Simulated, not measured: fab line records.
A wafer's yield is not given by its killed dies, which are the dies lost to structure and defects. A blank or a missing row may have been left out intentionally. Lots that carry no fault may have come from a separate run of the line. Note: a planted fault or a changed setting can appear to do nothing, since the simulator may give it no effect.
Which of the tools did it? ; flow n5Finfet ; 11 lots, 33 wafers sampled, at 3 steps of a route of 1938

WHAT THE GAUGES READ, wafer by wafer
N5_PASSIVATION_CD_MEAS_44: target cd 40000 nm.
lot;measured;on;cdNm (nm)
L485;day 12 16:23;cdSem-03;39999 39996 40006
L488;day 13 02:02;cdSem-01;40001 40002 40000
L489;day 13 07:48;cdSem-01;40006 40003 40004
L490;day 13 12:05;cdSem-02;39995 40002 39993
L491;day 14 01:52;cdSem-02;40007 40008 40010
L492;day 13 22:47;cdSem-03;40003 40003 40000
L493;day 14 23:14;cdSem-03;39998 40002 39998
L496;day 15 01:35;cdSem-01;40001 39998 40001
L500;day 16 04:35;cdSem-01;39998 40001 39999
L486;day 17 20:55;cdSem-03;40001 40006 40001
L506;day 19 14:50;cdSem-03;39998 40005 39996

WHAT TOOL EACH LOT RAN ON (gives the tool, then ch and the chambers of the sampled wafers, and finally the start)
lot;N5_SDB_ALD_29;N5_MIM_BOT_ETCH_STRIP_01
L485;aldSin-03 ch 0,2,3, day 4 02:34;rieDiel-03 ch 0,1, day 12 11:07
L488;aldSin-04 ch 1,2,3, day 4 19:08;rieDiel-06 ch 0,1,3, day 12 20:06
L489;aldSin-04 ch 1,3, day 4 23:22;rieDiel-03 ch 0,2,3, day 13 01:06
L490;aldSin-01 ch 0,2,3, day 5 06:56;rieDiel-06 ch 0,1,2, day 13 07:38
L491;aldSin-04 ch 1,2, day 5 13:40;rieDiel-01 ch 1,2,3, day 13 20:49
L492;aldSin-01 ch 0,3, day 5 22:11;rieDiel-06 ch 1,3, day 13 18:16
L493;aldSin-01 ch 0,1, day 6 02:29;rieDiel-06 ch 0,1,3, day 14 18:44
L496;aldSin-01 ch 1,2,3, day 6 17:37;rieDiel-06 ch 0,1,2, day 14 18:56
L500;aldSin-04 ch 0,3, day 7 19:36;rieDiel-03 ch 0,3, day 15 20:53
L486;aldSin-04 ch 0,1,2, day 8 17:07;rieDiel-03 ch 2,3, day 17 15:28
L506;aldSin-04 ch 0,1,3, day 9 14:26;rieDiel-01 ch 0,1,3, day 19 05:55
- N5_SDB_ALD_29: deposits SiNx, target thk 30 nm, pulse time 1 s, ald cycles 600.
- N5_MIM_BOT_ETCH_STRIP_01: strips in O2.

AS READ BY THE TOOLS THEMSELVES (means over the sampled wafers that have a number; for cases with no such wafer, the mark the record gives instead)
N5_SDB_ALD_29.
lot;tool;heaterPowerW (W);precursorPulseHeightRel;susceptorTempC (C)
L485;aldSin-03;838;0.998;400.09
L488;aldSin-04;869;1.005;399.85
L489;aldSin-04;884;1.013;399.90
L490;aldSin-01;781;1.009;400.15
L491;aldSin-04;861;1.005;400.24
L492;aldSin-01;811;1.018;400.06
L493;aldSin-01;860;1.000;399.90
L496;aldSin-01;791;1.013;400.19
L500;aldSin-04;929;1.007;400.00
L486;aldSin-04;889;1.002;399.91
L506;aldSin-04;901;1.007;399.75

N5_MIM_BOT_ETCH_STRIP_01.
lot;tool;drypumpMotorCurrentA (A);oesProductAu (a.u.);rfVppV (V);showerheadPlenumPTorr (Torr);throttleValvePct (%)
L485;rieDiel-03;5.5;0.84;3.0;2.14;16.79
L488;rieDiel-06;5.6;0.83;3.6;2.10;16.75
L489;rieDiel-03;5.6;0.76;5.4;2.11;16.86
L490;rieDiel-06;5.7;0.85;2.8;2.07;16.56
L491;rieDiel-01;5.6;0.82;2.6;2.12;16.64
L492;rieDiel-06;5.3;0.77;3.9;2.16;17.03
L493;rieDiel-06;5.5;0.79;4.7;2.10;16.75
L496;rieDiel-06;5.7;0.83;4.4;2.07;16.57
L500;rieDiel-03;5.2;0.80;3.7;2.12;16.84
L486;rieDiel-03;5.5;0.77;3.3;2.08;16.84
L506;rieDiel-01;5.6;0.80;5.0;2.11;16.47

THE ANSWER, worked out from the rows above alone
Rule: the usual values come from the lots themselves. Put in order of their means at a reading, lots are off if they are a third of the lots or fewer, leave a main group of 4 or more, and stand apart from it by a gap of 3 or more times the standard deviation of the main group's means; of several such gaps the widest counts. The tables above print the reading to a certain number of digits; a main group whose means all agree to those digits is not used. Also off: a lot with no number at a reading for which 4 or more lots have one. The other lots that the step has rows for count as sound. First the gauges in route order, then the tools' own readings, where a lot's mean is used as printed above. At the first step where some lot is off, the reading lying furthest off is the one used; lots without a number count as furthest.
Nothing can be told from this: no lot is off at any reading shown.

WHAT THE SIMULATOR PUT IN
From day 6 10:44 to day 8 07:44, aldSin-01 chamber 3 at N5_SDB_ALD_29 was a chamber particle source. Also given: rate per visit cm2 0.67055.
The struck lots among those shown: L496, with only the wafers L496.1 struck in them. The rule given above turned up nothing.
